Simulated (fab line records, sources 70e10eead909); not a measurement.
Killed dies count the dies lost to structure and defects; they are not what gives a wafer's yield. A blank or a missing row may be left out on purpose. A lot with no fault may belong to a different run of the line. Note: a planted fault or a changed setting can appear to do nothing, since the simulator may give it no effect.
Which tool is to blame?	flow nand harc	13 lots with 39 wafers sampled at 5 steps, on a route of 1302 steps

== WHAT EACH GAUGE READ, for each wafer ==
NHARC_END_SORT_01.
lot	measured	on	killed at array	killed at other	killed at periphery	killed dies	killed open	killed short
L618	day 30 05:30	prober-01	676 673 673	0 1 2	1 3 2	677 677 677	3 4 3	3 4 4
L619	day 30 04:41	prober-02	672 671 671	0 0 0	5 6 6	677 677 677	3 4 3	3 2 2

== EACH LOT AND THE TOOL THAT RAN IT (in order: tool; ch and the chambers of the sampled wafers; start) ==
lot	NHARC_A_CHANNEL_FILL_D1_ALD_02	NHARC_A_CHANNEL_FILL_D1_ALD_03	NHARC_A_CHANNEL_FILL_D1_ALD_16	NHARC_A_CHANNEL_FILL_D1_CMP_10
L607	ald hk-03 ch 2,3, day 9 21:08	ald sin batch-01 ch 0, day 10 09:15 or earlier	ald hk-03 ch 0,1, day 10 09:15	cmp-01 ch 0,1, day 11 20:25
L608	ald hk-02 ch 0,1,2, day 10 11:47	ald sin batch-01 ch 0, day 10 23:56 or earlier	ald hk-01 ch 0,2, day 10 23:56	cmp-04 ch 0,2, day 12 11:19
L610	ald hk-01 ch 0,1,2, day 11 01:53	ald sin batch-02 ch 0, day 11 13:55 or earlier	ald hk-03 ch 1,2,3, day 11 13:55	cmp-03 ch 0,1, day 13 01:03
L609	ald hk-01 ch 2,3, day 11 04:01	ald sin batch-02 ch 0, day 11 13:53 or earlier	ald hk-01 ch 0,1,3, day 11 13:53	cmp-04 ch 0,3, day 13 01:03
L612	ald hk-01 ch 1,2, day 12 02:53	ald sin batch-01 ch 0, day 12 15:20 or earlier	ald hk-03 ch 1,2, day 12 15:20	cmp-03 ch 0,2, day 14 02:13
L618	ald hk-01 ch 1,2,3, day 14 22:37	ald sin batch-02 ch 0, day 15 10:48 or earlier	ald hk-02 ch 0,2,3, day 15 10:48	cmp-04 ch 0,2,3, day 16 23:26
L619	ald hk-02 ch 0,1,3, day 14 23:41	ald sin batch-02 ch 0, day 15 10:40 or earlier	ald hk-03 ch 0,1,3, day 15 10:40	cmp-03 ch 0,1,2, day 16 23:23
L620	ald hk-01 ch 0,1,3, day 15 10:29	ald sin batch-02 ch 0, day 16 00:15 or earlier	ald hk-01 ch 0,1,2, day 16 00:15	cmp-04 ch 0,1,3, day 17 11:38
L621	ald hk-02 ch 0,1,2, day 16 02:04	ald sin batch-03 ch 0, day 16 14:21 or earlier	ald hk-01 ch 0,2,3, day 16 14:21	cmp-04 ch 0,1,3, day 18 01:28
L623	ald hk-03 ch 0,3, day 16 09:28	ald sin batch-03 ch 0, day 16 21:32 or earlier	ald hk-01 ch 2,3, day 16 21:32	cmp-04 ch 0,1, day 18 10:01
L624	ald hk-02 ch 1,2,3, day 17 15:55	ald sin batch-03 ch 0, day 18 04:54 or earlier	ald hk-03 ch 0,2,3, day 18 04:54	cmp-03 ch 0,1,3, day 19 15:47
L626	ald hk-01 ch 0,2, day 18 04:29	ald sin batch-03 ch 0, day 18 16:43 or earlier	ald hk-02 ch 2,3, day 18 16:43	cmp-04 ch 0,2, day 20 04:01
L627	ald hk-01 ch 0,1,3, day 18 16:55	ald sin batch-01 ch 0, day 19 05:27 or earlier	ald hk-02 ch 0,1,3, day 19 05:27	cmp-03 ch 0,2, day 20 16:54
- NHARC_A_CHANNEL_FILL_D1_ALD_02: deposits SiO2, target thk 6 nm, pulse time 10 s, ald cycles 60.
- NHARC_A_CHANNEL_FILL_D1_ALD_03: deposits SiNx, target thk 6 nm, pulse time 60 s, ald cycles 58.
- NHARC_A_CHANNEL_FILL_D1_ALD_16: deposits SiO2, target thk 1.5 nm, pulse time 10 s, ald cycles 15.
- NHARC_A_CHANNEL_FILL_D1_CMP_10: polishes, target thk 150 nm.

== AS READ BY THE TOOLS THEMSELVES (means over the sampled wafers that have a number; for cases with no such wafer, the mark the record gives instead) ==
NHARC_A_CHANNEL_FILL_D1_ALD_02.
lot	tool	heater power w (W)	precursor pulse height rel
L607	ald hk-03	465	1.007
L608	ald hk-02	455	0.988
L610	ald hk-01	506	0.995
L609	ald hk-01	500	1.014
L612	ald hk-01	531	0.992
L618	ald hk-01	506	1.003
L619	ald hk-02	468	1.003
L620	ald hk-01	480	1.000
L621	ald hk-02	447	1.023
L623	ald hk-03	422	1.012
L624	ald hk-02	446	0.991
L626	ald hk-01	483	0.982
L627	ald hk-01	492	0.984

NHARC_A_CHANNEL_FILL_D1_ALD_03.
lot	tool	precursor pulse height rel
L607	ald sin batch-01	0.997
L608	ald sin batch-01	0.986
L610	ald sin batch-02	0.992
L609	ald sin batch-02	1.009
L612	ald sin batch-01	0.987
L618	ald sin batch-02	0.988
L619	ald sin batch-02	0.974
L620	ald sin batch-02	0.991
L621	ald sin batch-03	0.983
L623	ald sin batch-03	0.999
L624	ald sin batch-03	0.998
L626	ald sin batch-03	1.000
L627	ald sin batch-01	1.009

NHARC_A_CHANNEL_FILL_D1_ALD_16.
lot	tool	heater power w (W)	precursor pulse height rel
L607	ald hk-03	435	0.991
L608	ald hk-01	492	0.995
L610	ald hk-03	454	1.003
L609	ald hk-01	476	0.992
L612	ald hk-03	457	1.004
L618	ald hk-02	466	0.984
L619	ald hk-03	438	0.984
L620	ald hk-01	483	1.010
L621	ald hk-01	471	0.999
L623	ald hk-01	476	0.994
L624	ald hk-03	456	0.976
L626	ald hk-02	471	0.986
L627	ald hk-02	460	1.010

NHARC_A_CHANNEL_FILL_D1_CMP_10.
lot	tool	edge zone pressure frac	motor current A (A)	slurry flow ml min	time to endpoint s (s)
L607	cmp-01	0.999	12.1	149.7	15.4
L608	cmp-04	0.998	11.6	150.0	11.1
L610	cmp-03	1.004	11.3	150.1	13.1
L609	cmp-04	0.999	11.9	150.2	10.6
L612	cmp-03	1.002	13.0	150.0	15.8
L618	cmp-04	-	-	-	-
L619	cmp-03	-	-	-	-
L620	cmp-04	1.003	12.0	150.1	13.7
L621	cmp-04	1.003	12.3	149.8	15.6
L623	cmp-04	0.999	11.7	149.9	14.2
L624	cmp-03	0.996	11.4	150.3	14.3
L626	cmp-04	1.004	11.9	149.8	16.3
L627	cmp-03	1.004	12.7	150.7	14.3

== THE ANSWER, worked out from the rows above alone ==
Rule: what is usual is taken from the lots themselves. The widest of any qualifying gaps counts: lots, ordered by their means at a reading, are off when they make up no more than a third of the lots, leave a main group of 4 or more, and stand apart from it by 3 or more times the standard deviation of that group's means. If all means in a main group match to the digits the tables above print for the reading, that group is not used. A lot without any number at a reading at which 4 lots or more have one is off too. All remaining lots with rows at the step are treated as sound. After the gauges, taken in route order, come the tools' own readings; for these a lot's mean is taken, as printed above. The first step at which some lot is off is used, and at that step the reading that is off furthest; a lot without a number counts as furthest.
Off: L618, L619 (NHARC_A_CHANNEL_FILL_D1_CMP_10, edge zone pressure frac). Without a number there: L618, L619. Mean 1.001 and standard deviation 0.0027 in the main group.
If a tool, at that step or one of the process steps before it, ran each lot that is off and ran no sound lot following the first of them, it fits. NHARC_A_CHANNEL_FILL_D1_ALD_03 gives no start for some lots, so the hours and the order of its lots are those of NHARC_A_CHANNEL_FILL_D1_ALD_16. Not one of the candidates tried fits.

== WHAT THE SIMULATOR HAD PUT IN ==
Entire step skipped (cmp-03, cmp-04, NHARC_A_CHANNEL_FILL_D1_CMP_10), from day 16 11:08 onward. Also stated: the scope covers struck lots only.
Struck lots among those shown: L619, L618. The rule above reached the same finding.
